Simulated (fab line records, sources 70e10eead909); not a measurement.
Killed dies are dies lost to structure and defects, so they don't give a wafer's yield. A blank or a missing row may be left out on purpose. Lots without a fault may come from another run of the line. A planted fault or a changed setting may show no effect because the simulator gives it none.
Chamber matching | flow nand_harc | NHARC_A_CONTACT_ETCH_90 on rie_diel-05: 4 sister chambers
The step etches the open film in CH3F/O2, target depth 40 nm, time 85.7 s. 4 wafers are shown with their chamber, then 12 later ones without.

WAFERS WITH THEIR CHAMBER
wafer  | chamber | drypump_motor_current_A (A)
L089.3 | 0       | 6.4
L093.3 | 3       | 5.9
L093.4 | 2       | 6.2
L093.5 | 1       | 5.3

WAFERS WITHOUT THEIR CHAMBER
wafer  | drypump_motor_current_A (A)
L094.3 | 6.2
L094.4 | 6.3
L094.6 | 5.3
L096.1 | 5.3
L096.3 | 6.2
L096.4 | 6.4
L097.1 | 6.2
L097.3 | 6.3
L097.4 | 5.3
L095.1 | 6.3
L095.4 | 6.3
L095.6 | 5.3

WHICH CHAMBER EACH WENT THROUGH
wafer  | from the rows above     | in truth
L094.3 | 2                       | 2
L094.4 | can't be placed: 2 or 0 | 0
L094.6 | 1                       | 1
L096.1 | 1                       | 1
L096.3 | 2                       | 2
L096.4 | 0                       | 0
L097.1 | 2                       | 2
L097.3 | can't be placed: 2 or 0 | 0
L097.4 | 1                       | 1
L095.1 | can't be placed: 2 or 0 | 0
L095.4 | can't be placed: 2 or 0 | 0
L095.6 | 1                       | 1
Placed correctly: 8 of 12. Can't be placed from these rows: 4 (the true chamber is among the candidates in 4). Placed wrongly: 0.
How it was worked out, from the rows above alone: a wafer's distance from a chamber is the root of the sum, over the readings, of the square of ((its reading less the chamber's mean) divided by the reading's scatter). The wafer belongs to the nearest chamber; if the next one is less than 2 further off, it can't be placed. A chamber's mean is the mean of its shown wafers. The scatter: with one shown wafer a chamber, the root of the mean of the squares of how far each hidden wafer lies from its nearest shown one.
